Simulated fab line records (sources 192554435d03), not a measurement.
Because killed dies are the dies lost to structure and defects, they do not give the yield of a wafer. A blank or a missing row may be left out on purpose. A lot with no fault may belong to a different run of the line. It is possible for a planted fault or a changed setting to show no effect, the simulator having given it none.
Split-lot experiment :: flow n5-finfet :: 39 wafers read from 7 lots, route of 1938 steps

## ON THE SPLIT
At N5_BEOL_M4_ETCH_64 (etches SOC in N2/H2, target depth 75 nm, overetch 22.5 nm, time 121.9 s), the setting time-s was moved away from the recipe's 121.9 s on 15 of the 39 wafers read, by -55.2% to +41.9%. For the rest of the wafers, this setting stayed at what the recipe calls for.

The reading is taken at the split's own step.

## THE READING
SiARC_of_BEOL_M4_COAT_62.thk-nm (the simulator's own value, which no gauge read), in nm, at N5_BEOL_M4_ETCH_64 (etches SOC in N2/H2, target depth 75 nm, overetch 22.5 nm, time 121.9 s). No usual value for it is given in the file. Average 6.3 nm, standard deviation 0.27 nm, over the 24 wafers here run with the recipe.

wafer: L076.1
tool, chamber at the split: rie-diel-06, 0
time-s as run, s: 54.59
against the recipe: -55.2%
SiARC_of_BEOL_M4_COAT_62.thk-nm, nm: 9.4
against lot-mates on the recipe: +3.1

wafer: L076.2
tool, chamber at the split: rie-diel-06, 3
time-s as run, s: 54.59
against the recipe: -55.2%
SiARC_of_BEOL_M4_COAT_62.thk-nm, nm: 9.2
against lot-mates on the recipe: +2.9

wafer: L076.3
tool, chamber at the split: rie-diel-06, 2,0
time-s as run, s: 121.9
against the recipe: recipe
SiARC_of_BEOL_M4_COAT_62.thk-nm, nm: 6.2
against lot-mates on the recipe: -

wafer: L076.5
tool, chamber at the split: rie-diel-06, 2,0
time-s as run, s: 121.9
against the recipe: recipe
SiARC_of_BEOL_M4_COAT_62.thk-nm, nm: 6.2
against lot-mates on the recipe: -

wafer: L076.4
tool, chamber at the split: rie-diel-06, 1
time-s as run, s: 54.59
against the recipe: -55.2%
SiARC_of_BEOL_M4_COAT_62.thk-nm, nm: 9.6
against lot-mates on the recipe: +3.3

wafer: L076.6
tool, chamber at the split: rie-diel-06, 1
time-s as run, s: 121.9
against the recipe: recipe
SiARC_of_BEOL_M4_COAT_62.thk-nm, nm: 6.6
against lot-mates on the recipe: -

wafer: L077.1
tool, chamber at the split: rie-diel-06, 0,2
time-s as run, s: 121.9
against the recipe: recipe
SiARC_of_BEOL_M4_COAT_62.thk-nm, nm: 6.2
against lot-mates on the recipe: -

wafer: L077.2
tool, chamber at the split: rie-diel-06, 0,2
time-s as run, s: 121.9
against the recipe: recipe
SiARC_of_BEOL_M4_COAT_62.thk-nm, nm: 6.2
against lot-mates on the recipe: -

wafer: L077.3
tool, chamber at the split: rie-diel-06, 1
time-s as run, s: 121.9
against the recipe: recipe
SiARC_of_BEOL_M4_COAT_62.thk-nm, nm: 6.6
against lot-mates on the recipe: -

wafer: L077.4
tool, chamber at the split: rie-diel-06, 3
time-s as run, s: 58.35
against the recipe: -52.1%
SiARC_of_BEOL_M4_COAT_62.thk-nm, nm: 9
against lot-mates on the recipe: +2.7

wafer: L077.5
tool, chamber at the split: rie-diel-06, 2
time-s as run, s: 58.35
against the recipe: -52.1%
SiARC_of_BEOL_M4_COAT_62.thk-nm, nm: 9.2
against lot-mates on the recipe: +2.9

wafer: L077.6
tool, chamber at the split: rie-diel-06, 1
time-s as run, s: 58.35
against the recipe: -52.1%
SiARC_of_BEOL_M4_COAT_62.thk-nm, nm: 9.4
against lot-mates on the recipe: +3.1

wafer: L082.1
tool, chamber at the split: rie-diel-06, 1
time-s as run, s: 121.9
against the recipe: recipe
SiARC_of_BEOL_M4_COAT_62.thk-nm, nm: 6.6
against lot-mates on the recipe: -

wafer: L082.6
tool, chamber at the split: rie-diel-06, 1
time-s as run, s: 121.9
against the recipe: recipe
SiARC_of_BEOL_M4_COAT_62.thk-nm, nm: 6.6
against lot-mates on the recipe: -

wafer: L082.2
tool, chamber at the split: rie-diel-06, 2,0
time-s as run, s: 75.87
against the recipe: -37.8%
SiARC_of_BEOL_M4_COAT_62.thk-nm, nm: 8.4
against lot-mates on the recipe: +1.9

wafer: L082.4
tool, chamber at the split: rie-diel-06, 2,0
time-s as run, s: 75.87
against the recipe: -37.8%
SiARC_of_BEOL_M4_COAT_62.thk-nm, nm: 8.4
against lot-mates on the recipe: +1.9

wafer: L082.3
tool, chamber at the split: rie-diel-06, 3
time-s as run, s: 75.87
against the recipe: -37.8%
SiARC_of_BEOL_M4_COAT_62.thk-nm, nm: 8.2
against lot-mates on the recipe: +1.7

wafer: L082.5
tool, chamber at the split: rie-diel-06, 0
time-s as run, s: 121.9
against the recipe: recipe
SiARC_of_BEOL_M4_COAT_62.thk-nm, nm: 6.2
against lot-mates on the recipe: -

wafer: L084.1
tool, chamber at the split: rie-diel-04, 3
time-s as run, s: 121.9
against the recipe: recipe
SiARC_of_BEOL_M4_COAT_62.thk-nm, nm: 6.4
against lot-mates on the recipe: -

wafer: L084.5
tool, chamber at the split: rie-diel-04, 3
time-s as run, s: 121.9
against the recipe: recipe
SiARC_of_BEOL_M4_COAT_62.thk-nm, nm: 6.4
against lot-mates on the recipe: -

wafer: L084.2
tool, chamber at the split: rie-diel-04, 2,1
time-s as run, s: 121.9
against the recipe: recipe
SiARC_of_BEOL_M4_COAT_62.thk-nm, nm: 6.6
against lot-mates on the recipe: -

wafer: L084.4
tool, chamber at the split: rie-diel-04, 2,1
time-s as run, s: 121.9
against the recipe: recipe
SiARC_of_BEOL_M4_COAT_62.thk-nm, nm: 6.6
against lot-mates on the recipe: -

wafer: L084.3
tool, chamber at the split: rie-diel-04, 0
time-s as run, s: 121.9
against the recipe: recipe
SiARC_of_BEOL_M4_COAT_62.thk-nm, nm: 6.2
against lot-mates on the recipe: -

wafer: L084.6
tool, chamber at the split: rie-diel-04, 0
time-s as run, s: 121.9
against the recipe: recipe
SiARC_of_BEOL_M4_COAT_62.thk-nm, nm: 6.2
against lot-mates on the recipe: -

wafer: L088.2
tool, chamber at the split: rie-diel-05, 1
time-s as run, s: 121.9
against the recipe: recipe
SiARC_of_BEOL_M4_COAT_62.thk-nm, nm: 6
against lot-mates on the recipe: -

wafer: L088.3
tool, chamber at the split: rie-diel-05, 3
time-s as run, s: 121.9
against the recipe: recipe
SiARC_of_BEOL_M4_COAT_62.thk-nm, nm: 6.6
against lot-mates on the recipe: -

wafer: L088.6
tool, chamber at the split: rie-diel-05, 3
time-s as run, s: 121.9
against the recipe: recipe
SiARC_of_BEOL_M4_COAT_62.thk-nm, nm: 6.6
against lot-mates on the recipe: -

wafer: L087.1
tool, chamber at the split: rie-diel-06, 3
time-s as run, s: 121.9
against the recipe: recipe
SiARC_of_BEOL_M4_COAT_62.thk-nm, nm: 5.8
against lot-mates on the recipe: -

wafer: L087.2
tool, chamber at the split: rie-diel-06, 0
time-s as run, s: 145.4
against the recipe: +19.3%
SiARC_of_BEOL_M4_COAT_62.thk-nm, nm: 5
against lot-mates on the recipe: -1.0

wafer: L087.3
tool, chamber at the split: rie-diel-06, 2
time-s as run, s: 121.9
against the recipe: recipe
SiARC_of_BEOL_M4_COAT_62.thk-nm, nm: 6
against lot-mates on the recipe: -

wafer: L087.4
tool, chamber at the split: rie-diel-06, 1
time-s as run, s: 145.4
against the recipe: +19.3%
SiARC_of_BEOL_M4_COAT_62.thk-nm, nm: 5.6
against lot-mates on the recipe: -0.4

wafer: L087.6
tool, chamber at the split: rie-diel-06, 1
time-s as run, s: 145.4
against the recipe: +19.3%
SiARC_of_BEOL_M4_COAT_62.thk-nm, nm: 5.6
against lot-mates on the recipe: -0.4

wafer: L087.5
tool, chamber at the split: rie-diel-06, 0
time-s as run, s: 121.9
against the recipe: recipe
SiARC_of_BEOL_M4_COAT_62.thk-nm, nm: 6.2
against lot-mates on the recipe: -

wafer: L097.1
tool, chamber at the split: rie-diel-06, 3
time-s as run, s: 121.9
against the recipe: recipe
SiARC_of_BEOL_M4_COAT_62.thk-nm, nm: 5.6
against lot-mates on the recipe: -

wafer: L097.2
tool, chamber at the split: rie-diel-06, 2
time-s as run, s: 173
against the recipe: +41.9%
SiARC_of_BEOL_M4_COAT_62.thk-nm, nm: 3.6
against lot-mates on the recipe: -2.5

wafer: L097.3
tool, chamber at the split: rie-diel-06, 0
time-s as run, s: 173
against the recipe: +41.9%
SiARC_of_BEOL_M4_COAT_62.thk-nm, nm: 3.8
against lot-mates on the recipe: -2.3

wafer: L097.4
tool, chamber at the split: rie-diel-06, 1
time-s as run, s: 173
against the recipe: +41.9%
SiARC_of_BEOL_M4_COAT_62.thk-nm, nm: 4
against lot-mates on the recipe: -2.1

wafer: L097.5
tool, chamber at the split: rie-diel-06, 1
time-s as run, s: 121.9
against the recipe: recipe
SiARC_of_BEOL_M4_COAT_62.thk-nm, nm: 6.4
against lot-mates on the recipe: -

wafer: L097.6
tool, chamber at the split: rie-diel-06, 0
time-s as run, s: 121.9
against the recipe: recipe
SiARC_of_BEOL_M4_COAT_62.thk-nm, nm: 6.2
against lot-mates on the recipe: -
When a row names more than one chamber, that row covers several wafers, and the file does not tell which wafer ran in which chamber.

FIT RESULTS
A straight line over all 39 wafers: SiARC_of_BEOL_M4_COAT_62.thk-nm changes by -0.056 nm for each +1% of time-s; r = -0.99; the points scatter about the line by 0.26 nm.
The same after taking each lot's own level away (the mean of its wafers on the recipe; 39 wafers): -0.0528 nm for each +1%; r = -0.98; scatter 0.25 nm.
That fit puts the effect of the largest move of time-s on the reading at 2.9 nm.
From 6.00 to 6.47 nm: that is the span of the lots' own levels, equal to 1.7 times the standard deviation above.
Consequently the slope shifts little with the lot-to-lot level, the two slopes agreeing.
Check: +2.94 nm against its lot-mates is what the line predicts for one of the wafers moved furthest among these (-55.2%) when that wafer is left out of the fit. Against them it came out at +3.07 nm.

## THE OTHER SPLITS THESE WAFERS WENT THROUGH
Before the reading, these wafers also passed through other splits. Each is held against what the fit with the lots' levels taken away leaves over:
other split on the same wafers: N5_DUMMY_GATE_ETCH_31 target-depth-a
wafers away from the commonest value: 15
r with SiARC_of_BEOL_M4_COAT_62.thk-nm (lot level and that fit taken away): -0.21

other split on the same wafers: N5_HKMG_FIN_HK_ALD_01 ald-cycles
wafers away from the commonest value: 15
r with SiARC_of_BEOL_M4_COAT_62.thk-nm (lot level and that fit taken away): +0.00

other split on the same wafers: N5_MOL_CONTACT_COAG_ALD_27 ald-cycles
wafers away from the commonest value: 12
r with SiARC_of_BEOL_M4_COAT_62.thk-nm (lot level and that fit taken away): -0.05

## THE WHOLE CHAIN: every reading that the file lists as answering this split, in the file's order
step: N5_BEOL_M4_ETCH_64
what it does: etches SOC in N2/H2, target depth 75 nm, overetch 22.5 nm, time 121.9 s
reading: SiARC_of_BEOL_M4_COAT_62.thk-nm (the simulator's own value, which no gauge read)
change (the file's fit): -0.0532 nm for each +1% of the setting
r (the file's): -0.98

step: N5_BEOL_M4_HM_OPEN_17
what it does: chemistry Cl2/BCl3, target TiN, target depth 20 nm, overetch 6 nm
reading: etch.depth-nm (the simulator's own value, which no gauge read)
change (the file's fit): not straight: 19.7 at the lowest setting, 19.99 at the recipe, 15 at the highest
r (the file's): not given

## THE FILE'S OWN FIT
SiARC_of_BEOL_M4_COAT_62.thk-nm changes by -0.0532 nm for each +1% of time-s, r = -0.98.
